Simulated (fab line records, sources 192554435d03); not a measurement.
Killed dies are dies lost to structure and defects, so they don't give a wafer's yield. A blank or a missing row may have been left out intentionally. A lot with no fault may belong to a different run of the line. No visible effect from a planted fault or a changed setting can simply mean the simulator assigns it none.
Matching of chambers + flow n5Finfet + N5_BEOL_M5_DESCUM_16 on rieDiel-01 has 4 sister chambers
The step chemistry O2, time 7 s. 22 wafers are shown with their chamber, then 11 later ones without.

## WAFERS WITH THEIR CHAMBER
| wafer  | chamber | drypumpMotorCurrentA (A) | showerheadPlenumPTorr (Torr) | throttleValvePct (%) |
|--------|---------|--------------------------|------------------------------|----------------------|
| L075.3 | 1       | 5.8                      | 2.23                         | 20.23                |
| L075.4 | 1       | 5.8                      | 2.23                         | 20.21                |
| L075.5 | 3       | 4.8                      | 2.14                         | 20.34                |
| L076.2 | 2       | 6.4                      | 2.16                         | 20.71                |
| L076.4 | 1       | 5.8                      | 2.23                         | 20.21                |
| L076.6 | 0       | 6.0                      | 2.15                         | 20.63                |
| L081.1 | 2       | 6.3                      | 2.15                         | 20.71                |
| L081.4 | 1       | 5.8                      | 2.22                         | 20.25                |
| L081.6 | 3       | 4.9                      | 2.14                         | 19.99                |
| L083.1 | 1       | 5.8                      | 2.22                         | 20.22                |
| L083.2 | 2       | 6.4                      | 2.15                         | 20.72                |
| L083.4 | 1       | 5.8                      | 2.22                         | 20.23                |
| L085.2 | 3       | 4.9                      | 2.14                         | 19.99                |
| L085.4 | 0       | 6.0                      | 2.15                         | 20.31                |
| L085.6 | 1       | 5.8                      | 2.22                         | 20.25                |
| L086.1 | 1       | 5.8                      | 2.22                         | 20.26                |
| L086.2 | 2       | 6.4                      | 2.15                         | 20.74                |
| L086.4 | 0       | 6.0                      | 2.15                         | 20.33                |
| L087.2 | 1       | 5.8                      | 2.22                         | 20.24                |
| L087.5 | 0       | 6.0                      | 2.15                         | 20.34                |
| L087.6 | 1       | 5.8                      | 2.22                         | 20.26                |
| L088.2 | 0       | 6.0                      | 2.15                         | 20.34                |

SIGNATURES (means of the wafers above)
| reading               | chamber 0 | chamber 1 | chamber 2 | chamber 3 | scatter within a chamber |
|-----------------------|-----------|-----------|-----------|-----------|--------------------------|
| drypumpMotorCurrentA  | 6.000     | 5.800     | 6.375     | 4.867     | 0.0281                   |
| showerheadPlenumPTorr | 2.1500    | 2.2230    | 2.1525    | 2.1400    | 0.00398                  |
| throttleValvePct      | 20.3900   | 20.2360   | 20.7200   | 20.1067   | 0.0937                   |
Rule: a wafer's distance from a chamber is the root of the sum, over the readings, of the square of ((its reading less the chamber's mean) divided by the reading's scatter). The wafer belongs to the nearest chamber; if the next one is less than 2 further off, it can't be placed. The scatter: the root of (the sum of the squares of (reading less its chamber's mean) over the shown wafers, divided by (wafers less chambers)).

## WAFERS MISSING THEIR CHAMBER
| wafer  | drypumpMotorCurrentA (A) | showerheadPlenumPTorr (Torr) | throttleValvePct (%) |
|--------|--------------------------|------------------------------|----------------------|
| L088.3 | 5.8                      | 2.22                         | 20.26                |
| L088.5 | 4.9                      | 2.13                         | 20.02                |
| L091.4 | 6.0                      | 2.14                         | 20.33                |
| L091.5 | 6.4                      | 2.15                         | 20.73                |
| L091.6 | 5.8                      | 2.21                         | 20.26                |
| L094.2 | 6.0                      | 2.14                         | 20.36                |
| L094.3 | 4.9                      | 2.13                         | 20.03                |
| L094.4 | 6.3                      | 2.15                         | 20.74                |
| L097.1 | 6.0                      | 2.14                         | 20.37                |
| L097.4 | 4.9                      | 2.13                         | 20.03                |
| L097.5 | 4.9                      | 2.13                         | 20.04                |

## EACH ONE'S CHAMBER
| wafer  | from the rows above | in truth |
|--------|---------------------|----------|
| L088.3 | 1                   | 1        |
| L088.5 | 3                   | 3        |
| L091.4 | 0                   | 0        |
| L091.5 | 2                   | 2        |
| L091.6 | 1                   | 1        |
| L094.2 | 0                   | 0        |
| L094.3 | 3                   | 3        |
| L094.4 | 2                   | 2        |
| L097.1 | 0                   | 0        |
| L097.4 | 3                   | 3        |
| L097.5 | 3                   | 3        |
Placed correctly: 11 of 11. Left unplaced by these rows: 0. Number placed wrongly: 0.
